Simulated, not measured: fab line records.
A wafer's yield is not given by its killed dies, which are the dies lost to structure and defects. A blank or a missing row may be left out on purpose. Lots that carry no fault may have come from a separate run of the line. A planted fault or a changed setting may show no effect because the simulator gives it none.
8D (eight disciplines) problem report, filled in by code | flow nandHarc | the parts of the form that need people (team, actions taken, sign-off) are left out

== 1. THE ISSUE ==
heaterPowerTotalW at NHARC_A_CONTACT_SOFTBAKE_37 reads a mean of 209.43 W on 4 wafers of 3 lots; wafers without a fault read 188.46 W with a standard deviation of 0.14. That is +99 or more standard deviations from the usual mean.
The step: time 55 s.
First observed at day 28 04:00: wafer L136.1, on lithoTrack-04. The record has a number at this step for 41 wafers belonging to 14 lots. Rule for "out", or "out of limits": more than 4 standard deviations from the usual mean. Any other wafer with a number is counted as sound.

== 2. WHAT THIS IS AND IS NOT ==
question                    | is                             | is not
which readings at this step | heaterPowerTotalW              | -
which lots                  | L134, L135, L136               | L118, L119, L122, L123, L124, L126, L127, L128, L129, L140, L141
which wafers of those lots  | L134.1, L135.6, L136.1, L136.6 | L134.4, L134.5, L135.2, L135.4
read on which tools         | lithoTrack-04                  | lithoTrack-01, lithoTrack-06
when                        | from day 28 04:00              | up to then (27 sound wafers); but 10 sound wafers of L134, L135, L140, L141 came after

== 3. THE SUSPECTS, EACH WITH WHAT RULES IT OUT ==
Counting: a tool at a process step up to the reading stays a suspect if it ran every lot that is out. Sound lots after the first of them don't rule it out here, since some wafers of a struck lot are sound.
- lithoTrack-04 at NHARC_A_CONTACT_SOFTBAKE_37 (time 55 s): kept. It processed each lot that is out (first: L136, day 28 04:00); up to then, its last sound lot is L123 (day 22 22:00). Its own heaterPowerTotalW readings are out on those wafers.
After counting, what remains is lithoTrack-04 at NHARC_A_CONTACT_SOFTBAKE_37.

== 4. THE CAUSE (what the simulator had put in) ==
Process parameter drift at NHARC_A_CONTACT_SOFTBAKE_37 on lithoTrack-04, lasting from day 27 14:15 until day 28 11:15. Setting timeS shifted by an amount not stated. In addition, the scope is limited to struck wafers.
Only this tool survived the counting.

== 5. THE CHAIN OF EFFECTS, in route order ==
Each row: a reading where the mean over the struck wafers with a number is more than 3 standard deviations away from the usual. Readings are gone through only where the record gives a usual standard deviation; hours: the median, over the lots, of the time from a lot's start at the first step in this table giving one to that lot's start at this step; sigmas: the change measured in usual standard deviations.
hours | step                        | reading           | usual    | on struck wafers | change | sigmas
0     | NHARC_A_CONTACT_SOFTBAKE_37 | heaterPowerTotalW | 188.46 W | 209.43           | +20.97 | +99 or more
Process steps it contains:
- NHARC_A_CONTACT_SOFTBAKE_37: time 55 s.

== 6. HOW IT WOULD HAVE BEEN CAUGHT EARLIER ==
In this record the first reading out of limits was taken at day 28 04:00, 14 hours after the fault began at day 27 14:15.
